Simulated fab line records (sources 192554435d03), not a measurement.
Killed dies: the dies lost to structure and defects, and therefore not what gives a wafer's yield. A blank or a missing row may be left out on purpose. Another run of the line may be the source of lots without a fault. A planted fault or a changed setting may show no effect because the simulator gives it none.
8D (eight disciplines) problem report, filled in by code | flow n5_finfet | the parts of the form that need people (team, actions taken, sign-off) are left out

## 1. PROBLEM STATEMENT
Wafers without a fault read 126.0 W, standard deviation 0.33; bias_w at N5_MIM_TOP_ETCH_ETCH_00 reads a mean of 145.7 W on 6 wafers belonging to 2 lots. That is +60 standard deviations from the usual mean.
The step: etches TiN in Cl2/BCl3, target depth 38.5 nm.
Earliest sighting: wafer L136.3 on rie_metal-01 at day 13 15:48. At this step, 18 wafers from 6 lots have a number in the record. Rule for "out", or "out of limits": more than 4 standard deviations from the usual mean. Any other wafer with a number is counted as sound.

## 2. WHAT IT IS; WHAT IT IS NOT
question                    | is                     | is not
which readings at this step | bias_w                 | drypump_motor_current_A, throttle_valve_pct
which lots                  | L135, L136             | L132, L133, L147, L148
which wafers of those lots  | all that have a number | -
read on which tools         | rie_metal-01           | rie_metal-02, rie_metal-03
when                        | from day 13 15:48      | up to then (6 sound wafers); but 6 sound wafers of L147, L148 came after

## 3. WHAT RULES OUT EACH SUSPECT
Counting: a tool at a process step up to the reading stays a suspect if it ran every lot that is out and no sound lot after the first of them.
- rie_diel-04 at N5_MIM_TOP_LITHO_DESCUM_10 (chemistry O2, time 7.9 s): ruled out as a lasting fault. The sound lots L148 went through it after L136, its earliest lot that is out (day 13 15:40).
- rie_metal-01 at N5_MIM_TOP_ETCH_ETCH_00 (etches TiN in Cl2/BCl3, target depth 38.5 nm): kept. It processed each lot that is out, first L136 at day 13 15:48, and no sound lot thereafter; up to then, the last sound lot it processed was L132 at day 13 02:48. Its own readings are out on those wafers: bias_w.
Left after counting: rie_metal-01 at N5_MIM_TOP_ETCH_ETCH_00.

## 4. THE CAUSE (what the simulator had put in)
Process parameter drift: rie_metal-01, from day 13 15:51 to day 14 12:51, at N5_MIM_TOP_ETCH_ETCH_00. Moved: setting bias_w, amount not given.
Only this tool survived the counting.

## 5. THE CHAIN OF EFFECTS, in route order
Each row: a reading whose mean over the struck wafers that have a number lies more than 3 standard deviations from the usual. Readings are gone through only where the record gives a usual standard deviation; hours: the median, over the lots, of the time from a lot's start at the first step in this table giving one to that lot's start at this step; sigmas: the change measured in usual standard deviations.
hours | step                    | reading | usual   | on struck wafers | change | sigmas
0     | N5_MIM_TOP_ETCH_ETCH_00 | bias_w  | 126.0 W | 145.7            | +19.7  | +60
Here are the process steps it includes:
- N5_MIM_TOP_ETCH_ETCH_00: etches TiN in Cl2/BCl3, target depth 38.5 nm.

## 6. HOW IT WOULD HAVE BEEN CAUGHT EARLIER
In this record the first reading out of limits was taken at day 13 15:48.
